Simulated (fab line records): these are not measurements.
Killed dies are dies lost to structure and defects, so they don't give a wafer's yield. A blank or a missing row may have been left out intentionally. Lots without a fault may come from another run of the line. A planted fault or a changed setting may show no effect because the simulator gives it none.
Lot-split experiment + flow n5_finfet + 39 wafers read across 7 lots, on a route 1938 steps long

ON THE SPLIT
At N5_HKMG_FIN_ETCH_32 (etches SOC in N2/H2, target depth 240 nm, time 300 s), the setting target_depth_a was moved away from the recipe's 2400 angstrom on 15 of the 39 wafers read, by -8.3% to +9.6%. All remaining wafers had this setting at the recipe value.

The reading comes from the split's own step.

THE READING
SiARC_of_HKMG_FIN_COAT_30.thk_nm (the simulator's own value, which no gauge read), in nm, at N5_HKMG_FIN_ETCH_32 (etches SOC in N2/H2, target depth 240 nm, time 300 s). The file does not state a usual value for it. Average 21.0 nm, standard deviation 0.29 nm, over the 24 wafers here run with the recipe.

| wafer  | tool, chamber at the split | target_depth_a as run, angstrom | against the recipe | SiARC_of_HKMG_FIN_COAT_30.thk_nm, nm | against lot-mates on the recipe |
|--------|----------------------------|---------------------------------|--------------------|--------------------------------------|---------------------------------|
| L075.1 | rie_diel-06, 2             | 2400                            | recipe             | 21.2                                 | -                               |
| L075.3 | rie_diel-06, 0             | 2400                            | recipe             | 21                                   | -                               |
| L075.6 | rie_diel-06, 1             | 2400                            | recipe             | 21.4                                 | -                               |
| L079.1 | rie_diel-01, 0             | 2296                            | -4.3%              | 22.2                                 | +0.9                            |
| L079.2 | rie_diel-01, 2             | 2296                            | -4.3%              | 22                                   | +0.7                            |
| L079.3 | rie_diel-01, 3             | 2400                            | recipe             | 21.2                                 | -                               |
| L079.4 | rie_diel-01, 1             | 2400                            | recipe             | 21.6                                 | -                               |
| L079.5 | rie_diel-01, 3             | 2296                            | -4.3%              | 22                                   | +0.7                            |
| L079.6 | rie_diel-01, 2             | 2400                            | recipe             | 21.2                                 | -                               |
| L088.1 | rie_diel-05, 0             | 2220                            | -7.5%              | 22.2                                 | +1.5                            |
| L088.2 | rie_diel-05, 1             | 2400                            | recipe             | 20.8                                 | -                               |
| L088.3 | rie_diel-05, 2             | 2220                            | -7.5%              | 21.8                                 | +1.1                            |
| L088.4 | rie_diel-05, 3             | 2220                            | -7.5%              | 22                                   | +1.3                            |
| L088.5 | rie_diel-05, 2             | 2400                            | recipe             | 20.6                                 | -                               |
| L088.6 | rie_diel-05, 1             | 2400                            | recipe             | 20.8                                 | -                               |
| L090.1 | rie_diel-06, 1             | 2400                            | recipe             | 21.4                                 | -                               |
| L090.2 | rie_diel-06, 2             | 2275                            | -5.2%              | 22                                   | +0.8                            |
| L090.3 | rie_diel-06, 3             | 2275                            | -5.2%              | 22                                   | +0.8                            |
| L090.4 | rie_diel-06, 0             | 2400                            | recipe             | 20.8                                 | -                               |
| L090.5 | rie_diel-06, 3             | 2275                            | -5.2%              | 21.8                                 | +0.6                            |
| L090.6 | rie_diel-06, 2             | 2400                            | recipe             | 21.4                                 | -                               |
| L091.1 | rie_diel-06, 3             | 2400                            | recipe             | 21                                   | -                               |
| L091.2 | rie_diel-06, 2             | 2400                            | recipe             | 21.4                                 | -                               |
| L091.3 | rie_diel-06, 1             | 2400                            | recipe             | 21.2                                 | -                               |
| L091.4 | rie_diel-06, 0             | 2400                            | recipe             | 20.8                                 | -                               |
| L091.5 | rie_diel-06, 2             | 2400                            | recipe             | 21.2                                 | -                               |
| L091.6 | rie_diel-06, 3             | 2400                            | recipe             | 21.2                                 | -                               |
| L096.1 | rie_diel-05, 0             | 2201                            | -8.3%              | 22.2                                 | +1.3                            |
| L096.2 | rie_diel-05, 2             | 2201                            | -8.3%              | 22                                   | +1.1                            |
| L096.3 | rie_diel-05, 3             | 2400                            | recipe             | 20.8                                 | -                               |
| L096.4 | rie_diel-05, 1             | 2400                            | recipe             | 20.8                                 | -                               |
| L096.5 | rie_diel-05, 3             | 2201                            | -8.3%              | 22                                   | +1.1                            |
| L096.6 | rie_diel-05, 0             | 2400                            | recipe             | 21.2                                 | -                               |
| L097.1 | rie_diel-05, 1             | 2400                            | recipe             | 20.8                                 | -                               |
| L097.2 | rie_diel-05, 0             | 2630                            | +9.6%              | 19.8                                 | -0.9                            |
| L097.3 | rie_diel-05, 3             | 2630                            | +9.6%              | 19.4                                 | -1.3                            |
| L097.4 | rie_diel-05, 2             | 2630                            | +9.6%              | 19.2                                 | -1.5                            |
| L097.5 | rie_diel-05, 2             | 2400                            | recipe             | 20.6                                 | -                               |
| L097.6 | rie_diel-05, 3             | 2400                            | recipe             | 20.6                                 | -                               |

THE FIT
A straight line over all 39 wafers: SiARC_of_HKMG_FIN_COAT_30.thk_nm changes by -0.152 nm for each +1% of target_depth_a; r = -0.92; the points scatter about the line by 0.29 nm.
The same after taking each lot's own level away (the mean of its wafers on the recipe; 39 wafers): -0.14 nm for each +1%; r = -0.96; scatter 0.19 nm.
The reading moves by 1.3 nm for the largest change in target_depth_a, on that fit.
From 20.67 to 21.33 nm: that is the span of the lots' own levels, equal to 2.3 times the standard deviation above.
Hence the lot-to-lot level has little effect on the slope; both slopes agree.
Check: with one of the wafers moved furthest among these (+9.6%) left out of the fit, the line predicts -1.41 nm for it against its lot-mates. It came out at -0.867 nm against them.

THESE WAFERS: OTHER SPLITS
Other splits were also applied to these wafers ahead of the reading. Each is held against what the fit with the lots' levels taken away leaves over:
| other split on the same wafers       | wafers away from the commonest value | r with SiARC_of_HKMG_FIN_COAT_30.thk_nm (lot level and that fit taken away) |
|--------------------------------------|--------------------------------------|-----------------------------------------------------------------------------|
| N5_FIN_SAQP_FIN_ETCH_36 bias_w       | 18                                   | -0.20                                                                       |
| N5_DUMMY_GATE_EXPOSE_12 dose_mj      | 12                                   | +0.08                                                                       |
| N5_DUMMY_GATE_ETCH_37 source_w       | 18                                   | -0.02                                                                       |
| N5_DUMMY_GATE_ETCH_31 target_depth_a | 12                                   | -0.09                                                                       |

THE WHOLE CHAIN: every reading that the file lists as answering this split, in the file's order
| step                | what it does                                         | reading                                                                           | change (the file's fit)               | r (the file's) |
|---------------------|------------------------------------------------------|-----------------------------------------------------------------------------------|---------------------------------------|----------------|
| N5_HKMG_FIN_ETCH_32 | etches SOC in N2/H2, target depth 240 nm, time 300 s | HKMG_FIN.feature_depth_nm (the simulator's own value, which no gauge read)        | +2.49 nm for each +1% of the setting  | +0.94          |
| N5_HKMG_FIN_ETCH_32 | etches SOC in N2/H2, target depth 240 nm, time 300 s | etch.depth_nm (the simulator's own value, which no gauge read)                    | +2.49 nm for each +1% of the setting  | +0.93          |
| N5_HKMG_FIN_ETCH_32 | etches SOC in N2/H2, target depth 240 nm, time 300 s | SiARC_of_HKMG_FIN_COAT_30.thk_nm (the simulator's own value, which no gauge read) | -0.142 nm for each +1% of the setting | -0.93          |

FILE'S OWN FIT
SiARC_of_HKMG_FIN_COAT_30.thk_nm changes by -0.142 nm for each +1% of target_depth_a, r = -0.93.
